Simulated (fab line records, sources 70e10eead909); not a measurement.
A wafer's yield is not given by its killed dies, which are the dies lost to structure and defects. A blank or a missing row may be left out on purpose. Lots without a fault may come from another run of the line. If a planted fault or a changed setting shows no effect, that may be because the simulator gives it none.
The tool behind it: which one? + flow nand_harc + 10 lots with 30 wafers sampled at 7 steps, on a route of 1302 steps

== WHAT THE GAUGES READ, wafer by wafer ==
NHARC_A_CHANNEL_HOLE_D1_CD_MEAS_30. Usual: cd_nm 90.9 nm, standard deviation 1.8.
| lot  | measured     | on        | cd_nm (nm)     | flag |
|------|--------------|-----------|----------------|------|
| L614 | day 8 16:12  | cd_sem-01 | 93.2 90.8 88.5 |      |
| L615 | day 9 05:20  | cd_sem-03 | 89.5 92.8 87.1 |      |
| L617 | day 10 03:59 | cd_sem-03 | 91.4 91.9 93.0 |      |
| L618 | day 10 06:22 | cd_sem-02 | 92.9 90.2 93.0 |      |
| L622 | day 12 05:22 | cd_sem-01 | 91.4 90.0 92.8 |      |
| L623 | day 13 00:38 | cd_sem-01 | 89.2 90.7 89.0 |      |
| L627 | day 14 15:47 | cd_sem-02 | 0.5 -0.3 0.5   | OFF  |
| L629 | day 15 05:01 | cd_sem-02 | -1.0 0.7 1.7   | OFF  |
| L636 | day 17 23:53 | cd_sem-01 | 90.7 90.9 90.6 |      |
| L637 | day 18 10:06 | cd_sem-02 | 89.9 89.2 90.0 |      |

NHARC_A_CHANNEL_FILL_D1_THK_MEAS_06: measures by ellipsometry. Usual: thk_nm 5.1 nm, standard deviation 0.92.
| lot  | measured     | on            | thk_nm (nm) | flag |
|------|--------------|---------------|-------------|------|
| L614 | day 10 04:53 | film_metro-01 | 4.1 6.7 3.0 |      |
| L615 | day 10 18:46 | film_metro-02 | 6.0 5.3 4.2 |      |
| L617 | day 11 16:38 | film_metro-02 | 4.5 3.8 4.5 |      |
| L618 | day 11 16:38 | film_metro-01 | 5.9 4.4 4.6 |      |
| L622 | day 13 18:54 | film_metro-01 | 6.9 5.5 6.7 |      |
| L623 | day 14 10:34 | film_metro-01 | 5.1 6.6 4.1 |      |
| L636 | day 19 10:07 | film_metro-01 | 3.8 6.1 5.7 |      |
| L637 | day 20 00:27 | film_metro-01 | 4.8 4.7 4.9 |      |

NHARC_END_SORT_01. Usual: killed_at_array 52, standard deviation 18; killed_at_other 1.0, standard deviation 1.4; killed_at_periphery 3.1, standard deviation 2.3; killed_dies 56, standard deviation 17; killed_open 3.0, standard deviation 1.7; killed_short 2.5, standard deviation 1.7.
| lot  | measured     | on        | killed_at_array | killed_at_other | killed_at_periphery | killed_dies | killed_open | killed_short | flag |
|------|--------------|-----------|-----------------|-----------------|---------------------|-------------|-------------|--------------|------|
| L627 | day 29 19:25 | prober-01 | 673 669 674     | 0 0 0           | 4 8 3               | 677 677 677 | 4 3 5       | 3 4 3        | OFF  |
| L629 | day 30 14:38 | prober-02 | 672 676 673     | 2 0 0           | 3 1 4               | 677 677 677 | 7 5 10      | 3 3 3        | OFF  |

== WHICH TOOL RAN EACH LOT (tool, then ch and the chambers of the sampled wafers, then the start) ==
| lot  | NHARC_A_CHANNEL_HOLE_D1_ETCH_22  | NHARC_A_CHANNEL_HOLE_D1_ETCH_23  | NHARC_A_CHANNEL_HOLE_D1_ETCH_33  | NHARC_A_CHANNEL_HOLE_D1_XSEM_31 |
|------|----------------------------------|----------------------------------|----------------------------------|---------------------------------|
| L614 | har_etch-01 ch 0,1, day 8 11:34  | har_etch-01 ch 0,1, day 8 12:10  | har_etch-01 ch 0,1, day 8 14:33  | xsem-01 ch 0, day 8 16:17       |
| L615 | har_etch-01 ch 0,1, day 9 00:41  | har_etch-01 ch 0,1, day 9 01:14  | har_etch-01 ch 0,1, day 9 03:48  | xsem-02 ch 0, day 9 05:26       |
| L617 | har_etch-01 ch 0,1, day 9 23:25  | har_etch-01 ch 0,1, day 10 00:01 | har_etch-01 ch 0,1, day 10 02:28 | xsem-02 ch 0, day 10 04:04      |
| L618 | har_etch-02 ch 0,1, day 10 01:19 | har_etch-02 ch 0,1, day 10 01:55 | har_etch-02 ch 0,1, day 10 04:22 | xsem-01 ch 0, day 10 06:26      |
| L622 | har_etch-02 ch 0,1, day 12 00:52 | har_etch-02 ch 0,1, day 12 01:28 | har_etch-02 ch 0,1, day 12 03:52 | xsem-02 ch 0, day 12 05:28      |
| L623 | har_etch-02 ch 0,1, day 12 20:12 | har_etch-02 ch 0,1, day 12 20:49 | har_etch-02 ch 0,1, day 12 23:09 | xsem-01 ch 0, day 13 00:44      |
| L627 | har_etch-01 ch 0,1, day 14 11:12 | har_etch-01 ch 0,1, day 14 11:47 | har_etch-01 ch 0,1, day 14 14:16 | xsem-01 ch 0, day 14 15:52      |
| L629 | har_etch-02 ch 0,1, day 15 00:20 | har_etch-02 ch 0,1, day 15 00:55 | har_etch-02 ch 0,1, day 15 03:28 | xsem-02 ch 0, day 15 05:07      |
| L636 | har_etch-01 ch 0,1, day 17 19:19 | har_etch-01 ch 0,1, day 17 19:53 | har_etch-01 ch 0,1, day 17 22:21 | xsem-02 ch 0, day 17 23:58      |
| L637 | har_etch-02 ch 0,1, day 18 05:25 | har_etch-02 ch 0,1, day 18 05:59 | har_etch-02 ch 0,1, day 18 08:33 | xsem-01 ch 0, day 18 10:11      |
- NHARC_A_CHANNEL_HOLE_D1_ETCH_22: etches the open film in C4F8/O2/Ar, time 666.7 s, target depth 1600 nm.
- NHARC_A_CHANNEL_HOLE_D1_ETCH_23: etches the open film in C4F8/O2/Ar, time 819 s, target depth 1600 nm.
- NHARC_A_CHANNEL_HOLE_D1_ETCH_33: etches the open film in C4F8/O2/Ar, time 90 s, target depth 400 nm.
- NHARC_A_CHANNEL_HOLE_D1_XSEM_31

== WHAT THE TOOLS THEMSELVES READ (means of the sampled wafers that have a number; where no wafer has one, the mark that the record gives instead) ==
NHARC_A_CHANNEL_HOLE_D1_ETCH_22. Usual: c4f8_flow_sccm 89.30 sccm, standard deviation 0.27; chamber_pressure_mTorr 20.001 mTorr, standard deviation 0.019; drypump_motor_current_A 5.43 A, standard deviation 0.18; showerhead_plenum_p_Torr 3.67 Torr, standard deviation 0.082; throttle_valve_pct 32.155 %, standard deviation 0.008.
| lot  | tool        | c4f8_flow_sccm (sccm) | chamber_pressure_mTorr (mTorr) | drypump_motor_current_A (A) | showerhead_plenum_p_Torr (Torr) | throttle_valve_pct (%) | flag |
|------|-------------|-----------------------|--------------------------------|-----------------------------|---------------------------------|------------------------|------|
| L614 | har_etch-01 | 89.00                 | 20.011                         | 5.63                        | 3.71                            | 32.154                 |      |
| L615 | har_etch-01 | 89.05                 | 20.007                         | 5.50                        | 3.68                            | 32.156                 |      |
| L617 | har_etch-01 | 88.83                 | 20.002                         | 5.50                        | 3.67                            | 32.161                 |      |
| L618 | har_etch-02 | 89.20                 | 20.007                         | 5.28                        | 3.71                            | 32.156                 |      |
| L622 | har_etch-02 | 89.54                 | 20.009                         | 5.26                        | 3.69                            | 32.155                 |      |
| L623 | har_etch-02 | 89.18                 | 20.020                         | 5.28                        | 3.63                            | 32.170                 |      |
| L627 | har_etch-01 | -                     | -                              | -                           | -                               | -                      | OFF  |
| L629 | har_etch-02 | -                     | -                              | -                           | -                               | -                      | OFF  |
| L636 | har_etch-01 | 89.16                 | 19.992                         | 5.63                        | 3.64                            | 32.156                 |      |
| L637 | har_etch-02 | 89.34                 | 19.989                         | 5.25                        | 3.85                            | 32.156                 |      |

NHARC_A_CHANNEL_HOLE_D1_ETCH_23. Usual: c4f8_flow_sccm 89.29 sccm, standard deviation 0.28; chamber_pressure_mTorr 19.999 mTorr, standard deviation 0.018; drypump_motor_current_A 5.43 A, standard deviation 0.18; showerhead_plenum_p_Torr 3.67 Torr, standard deviation 0.082; throttle_valve_pct 32.154 %, standard deviation 0.0093.
| lot  | tool        | c4f8_flow_sccm (sccm) | chamber_pressure_mTorr (mTorr) | drypump_motor_current_A (A) | showerhead_plenum_p_Torr (Torr) | throttle_valve_pct (%) | flag |
|------|-------------|-----------------------|--------------------------------|-----------------------------|---------------------------------|------------------------|------|
| L614 | har_etch-01 | 89.12                 | 20.003                         | 5.60                        | 3.71                            | 32.155                 |      |
| L615 | har_etch-01 | 89.01                 | 19.983                         | 5.48                        | 3.68                            | 32.153                 |      |
| L617 | har_etch-01 | 89.25                 | 19.986                         | 5.52                        | 3.67                            | 32.150                 |      |
| L618 | har_etch-02 | 89.25                 | 19.995                         | 5.26                        | 3.71                            | 32.155                 |      |
| L622 | har_etch-02 | 89.20                 | 20.005                         | 5.28                        | 3.69                            | 32.155                 |      |
| L623 | har_etch-02 | 89.42                 | 19.996                         | 5.25                        | 3.63                            | 32.154                 |      |
| L627 | har_etch-01 | 89.17                 | 19.985                         | 5.61                        | 3.66                            | 32.151                 |      |
| L629 | har_etch-02 | 89.29                 | 20.015                         | 5.27                        | 3.67                            | 32.163                 |      |
| L636 | har_etch-01 | 89.26                 | 19.992                         | 5.59                        | 3.63                            | 32.148                 |      |
| L637 | har_etch-02 | 89.32                 | 20.005                         | 5.27                        | 3.85                            | 32.149                 |      |

NHARC_A_CHANNEL_HOLE_D1_ETCH_33. Usual: bias_v 401 V, standard deviation 3.9; c4f8_flow_sccm 41.71 sccm, standard deviation 0.13; drypump_motor_current_A 5.43 A, standard deviation 0.18; showerhead_plenum_p_Torr 3.71 Torr, standard deviation 0.084; throttle_valve_pct 27.620 %, standard deviation 0.0096.
| lot  | tool        | bias_v (V) | c4f8_flow_sccm (sccm) | drypump_motor_current_A (A) | showerhead_plenum_p_Torr (Torr) | throttle_valve_pct (%) | flag |
|------|-------------|------------|-----------------------|-----------------------------|---------------------------------|------------------------|------|
| L614 | har_etch-01 | 399        | 41.66                 | 5.59                        | 3.75                            | 27.622                 |      |
| L615 | har_etch-01 | 402        | 41.80                 | 5.51                        | 3.71                            | 27.618                 |      |
| L617 | har_etch-01 | 400        | 41.71                 | 5.51                        | 3.71                            | 27.614                 |      |
| L618 | har_etch-02 | 401        | 41.68                 | 5.29                        | 3.74                            | 27.624                 |      |
| L622 | har_etch-02 | 400        | 41.74                 | 5.27                        | 3.73                            | 27.613                 |      |
| L623 | har_etch-02 | 402        | 41.69                 | 5.25                        | 3.67                            | 27.621                 |      |
| L627 | har_etch-01 | 399        | 41.70                 | 5.58                        | 3.70                            | 27.625                 |      |
| L629 | har_etch-02 | 398        | 41.60                 | 5.26                        | 3.70                            | 27.621                 |      |
| L636 | har_etch-01 | 400        | 41.63                 | 5.61                        | 3.67                            | 27.615                 |      |
| L637 | har_etch-02 | 399        | 41.77                 | 5.28                        | 3.89                            | 27.631                 |      |

NHARC_A_CHANNEL_HOLE_D1_XSEM_31. Usual: bot_cd_nm 75.6 nm, standard deviation 1.8; bow_nm 8.7 nm, standard deviation 0.35; tilt_deg 0.08 degrees, standard deviation 0.033.
| lot  | tool    | bot_cd_nm (nm) | bow_nm (nm) | tilt_deg (degrees) | flag |
|------|---------|----------------|-------------|--------------------|------|
| L614 | xsem-01 | 74.9           | 8.7         | 0.12               |      |
| L615 | xsem-02 | 75.5           | 9.0         | 0.09               |      |
| L617 | xsem-02 | 77.4           | 8.8         | 0.04               |      |
| L618 | xsem-01 | 77.4           | 8.5         | 0.11               |      |
| L622 | xsem-02 | 76.6           | 8.5         | 0.08               |      |
| L623 | xsem-01 | 74.4           | 7.9         | 0.09               |      |
| L627 | xsem-01 | 1.1            | 0.3         | 0.08               | OFF  |
| L629 | xsem-02 | 0.5            | 0.6         | 0.12               | OFF  |
| L636 | xsem-02 | 75.1           | 9.4         | 0.08               |      |
| L637 | xsem-01 | 75.2           | 9.1         | 0.09               |      |

== THE ANSWER, worked out from the rows above alone ==
Rule: a lot counts as off when the mean over its wafers that have a number is more than 3 standard deviations away from the usual mean. A lot without any number at a reading at which 4 lots or more have one is off too. Any other lot the step has rows for is counted as sound. The gauges are gone through in route order, then the tools' own readings, and for those a lot's mean is taken as printed above. The first step at which some lot is off is used, and at that step the reading that is off furthest; a lot without a number counts as furthest.
Off: L627, L629 (NHARC_A_CHANNEL_HOLE_D1_CD_MEAS_30, cd_nm).
If a tool, at a process step before that reading, ran all the lots that are off and no sound lot after the first of them, it fits. Not tried: the gauges at NHARC_A_CHANNEL_HOLE_D1_CD_MEAS_30; whatever is off there is also off at NHARC_END_SORT_01, on other tools, and gauge error can't account for it. Of those tried, none fits.

== WHAT HAD BEEN PUT IN BY THE SIMULATOR ==
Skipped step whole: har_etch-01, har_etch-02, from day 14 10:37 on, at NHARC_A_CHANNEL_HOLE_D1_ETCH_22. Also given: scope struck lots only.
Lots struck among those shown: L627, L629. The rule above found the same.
